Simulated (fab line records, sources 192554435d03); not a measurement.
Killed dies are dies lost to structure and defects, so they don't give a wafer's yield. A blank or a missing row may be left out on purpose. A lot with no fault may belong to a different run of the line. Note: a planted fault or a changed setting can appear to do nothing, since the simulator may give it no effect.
Split-lot experiment / flow n5 finfet / 21 wafers read across 7 lots, on a route 1938 steps long

ABOUT THE SPLIT
At N5_BEOL_M14_ILD_DEP_00 (deposits SiO2 from TEOS/O2, target thk 1119.3 nm, time 237.4 s), the setting temp c was moved away from the recipe's 400 C on 4 of the 21 wafers read, by -1.2% to -1.1%. All remaining wafers had this setting at the recipe value.

FROM THE SPLIT TO THE READING: what the file shows between them, 6 steps
- N5_BEOL_M14_PEB_08: peb time 90 s (also split here: peb temp c)
- N5_BEOL_M14_DEVELOP_09: develop time 45 s
- N5_BEOL_M14_HARDBAKE_14: time 120 s
- N5_BEOL_M14_CD_MEAS_10: target cd 250 nm
- N5_BEOL_M14_DESCUM_15: chemistry O2, time 7.9 s
- N5_BEOL_M14_ETCH_59: etches BARC in N2/H2, target depth 89 nm, overetch 26.7 nm, time 67.9 s

THE READING
coat_of_BEOL_M14_COAT_04.thk nm (the simulator's own value, which no gauge read), in nm, at N5_BEOL_M14_VIA_ETCH_16 (etches SiO2 in C4F8/O2/Ar, target depth 1231.3 nm). The file does not state a usual value for it. Average 450.5 nm, standard deviation 4.7 nm, over the 17 wafers here run with the recipe.

wafer=L076.1; tool, chamber at the split=pecvd-02, 1,0,2; temp c as run, C=400; against the recipe=recipe; coat_of_BEOL_M14_COAT_04.thk nm, nm=452.2; against lot-mates on the recipe=-
wafer=L076.3; tool, chamber at the split=pecvd-02, 1,0,2; temp c as run, C=400; against the recipe=recipe; coat_of_BEOL_M14_COAT_04.thk nm, nm=446.4; against lot-mates on the recipe=-
wafer=L076.6; tool, chamber at the split=pecvd-02, 1,0,2; temp c as run, C=400; against the recipe=recipe; coat_of_BEOL_M14_COAT_04.thk nm, nm=444.2; against lot-mates on the recipe=-
wafer=L075.1; tool, chamber at the split=pecvd-03, 2,1; temp c as run, C=400; against the recipe=recipe; coat_of_BEOL_M14_COAT_04.thk nm, nm=456.2; against lot-mates on the recipe=-
wafer=L075.2; tool, chamber at the split=pecvd-03, 0; temp c as run, C=395.3; against the recipe=-1.2%; coat_of_BEOL_M14_COAT_04.thk nm, nm=441; against lot-mates on the recipe=-15.7
wafer=L075.3; tool, chamber at the split=pecvd-03, 2,1; temp c as run, C=400; against the recipe=recipe; coat_of_BEOL_M14_COAT_04.thk nm, nm=457.2; against lot-mates on the recipe=-
wafer=L080.1; tool, chamber at the split=pecvd-03, 0,2,0; temp c as run, C=400; against the recipe=recipe; coat_of_BEOL_M14_COAT_04.thk nm, nm=447.4; against lot-mates on the recipe=-
wafer=L080.2; tool, chamber at the split=pecvd-03, 0,2,0; temp c as run, C=400; against the recipe=recipe; coat_of_BEOL_M14_COAT_04.thk nm, nm=449.4; against lot-mates on the recipe=-
wafer=L080.4; tool, chamber at the split=pecvd-03, 0,2,0; temp c as run, C=400; against the recipe=recipe; coat_of_BEOL_M14_COAT_04.thk nm, nm=439.8; against lot-mates on the recipe=-
wafer=L082.1; tool, chamber at the split=pecvd-02, 0,1; temp c as run, C=395.5; against the recipe=-1.1%; coat_of_BEOL_M14_COAT_04.thk nm, nm=443.2; against lot-mates on the recipe=-14.4
wafer=L082.3; tool, chamber at the split=pecvd-02, 1; temp c as run, C=400; against the recipe=recipe; coat_of_BEOL_M14_COAT_04.thk nm, nm=457.6; against lot-mates on the recipe=-
wafer=L082.5; tool, chamber at the split=pecvd-02, 0,1; temp c as run, C=395.5; against the recipe=-1.1%; coat_of_BEOL_M14_COAT_04.thk nm, nm=448.6; against lot-mates on the recipe=-9.0
wafer=L088.3; tool, chamber at the split=pecvd-01, 0; temp c as run, C=400; against the recipe=recipe; coat_of_BEOL_M14_COAT_04.thk nm, nm=453; against lot-mates on the recipe=-
wafer=L088.4; tool, chamber at the split=pecvd-01, 0; temp c as run, C=400; against the recipe=recipe; coat_of_BEOL_M14_COAT_04.thk nm, nm=445.4; against lot-mates on the recipe=-
wafer=L088.6; tool, chamber at the split=pecvd-01, 1; temp c as run, C=395.5; against the recipe=-1.1%; coat_of_BEOL_M14_COAT_04.thk nm, nm=428.4; against lot-mates on the recipe=-20.8
wafer=L094.2; tool, chamber at the split=pecvd-03, 1,1,0; temp c as run, C=400; against the recipe=recipe; coat_of_BEOL_M14_COAT_04.thk nm, nm=453.6; against lot-mates on the recipe=-
wafer=L094.4; tool, chamber at the split=pecvd-03, 1,1,0; temp c as run, C=400; against the recipe=recipe; coat_of_BEOL_M14_COAT_04.thk nm, nm=450.6; against lot-mates on the recipe=-
wafer=L094.6; tool, chamber at the split=pecvd-03, 1,1,0; temp c as run, C=400; against the recipe=recipe; coat_of_BEOL_M14_COAT_04.thk nm, nm=455.4; against lot-mates on the recipe=-
wafer=L096.2; tool, chamber at the split=pecvd-01, 2,2,1; temp c as run, C=400; against the recipe=recipe; coat_of_BEOL_M14_COAT_04.thk nm, nm=451; against lot-mates on the recipe=-
wafer=L096.4; tool, chamber at the split=pecvd-01, 2,2,1; temp c as run, C=400; against the recipe=recipe; coat_of_BEOL_M14_COAT_04.thk nm, nm=449.6; against lot-mates on the recipe=-
wafer=L096.6; tool, chamber at the split=pecvd-01, 2,2,1; temp c as run, C=400; against the recipe=recipe; coat_of_BEOL_M14_COAT_04.thk nm, nm=449; against lot-mates on the recipe=-
When a row names more than one chamber, that row covers several wafers, and the file does not tell which wafer ran in which chamber.

FIT RESULTS
A straight line over all 21 wafers: coat_of_BEOL_M14_COAT_04.thk nm changes by +8.93 nm for each +1% of temp c; r = +0.60; the points scatter about the line by 5.6 nm.
The same after taking each lot's own level away (the mean of its wafers on the recipe; 21 wafers): +13.2 nm for each +1%; r = +0.89; scatter 3.2 nm.
Per that fit: largest temp c move, reading shift of 15 nm.
The lots' own levels span 445.53 to 457.60 nm, that is 2.5 times the standard deviation above.
So the lot-to-lot level blurs the effect unless lot-mates are compared.
Check: for one of the wafers moved furthest among these (-1.2%), held out of the fit, the line's prediction against its lot-mates is -15.4 nm. Against them it came out at -15.7 nm.

ADDITIONAL SPLITS CARRIED BY THESE WAFERS
Note: prior to the reading, these wafers also went through further splits. Each is held against what the fit with the lots' levels taken away leaves over:
other split on the same wafers=N5_BEOL_M12_EXPOSE_07 dose mj; wafers away from the commonest value=9; r with coat_of_BEOL_M14_COAT_04.thk nm (lot level and that fit taken away)=+0.06
other split on the same wafers=N5_BEOL_M13_COAT_04 spin rpm; wafers away from the commonest value=8; r with coat_of_BEOL_M14_COAT_04.thk nm (lot level and that fit taken away)=+0.18
other split on the same wafers=N5_BEOL_M13_DESCUM_15 time s; wafers away from the commonest value=7; r with coat_of_BEOL_M14_COAT_04.thk nm (lot level and that fit taken away)=-0.08
other split on the same wafers=N5_BEOL_M14_PEB_08 peb temp c; wafers away from the commonest value=5; r with coat_of_BEOL_M14_COAT_04.thk nm (lot level and that fit taken away)=-0.20

THE FILE'S OWN FIT
coat_of_BEOL_M14_COAT_04.thk nm changes by +14.1 nm for each +1% of temp c, r = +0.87.
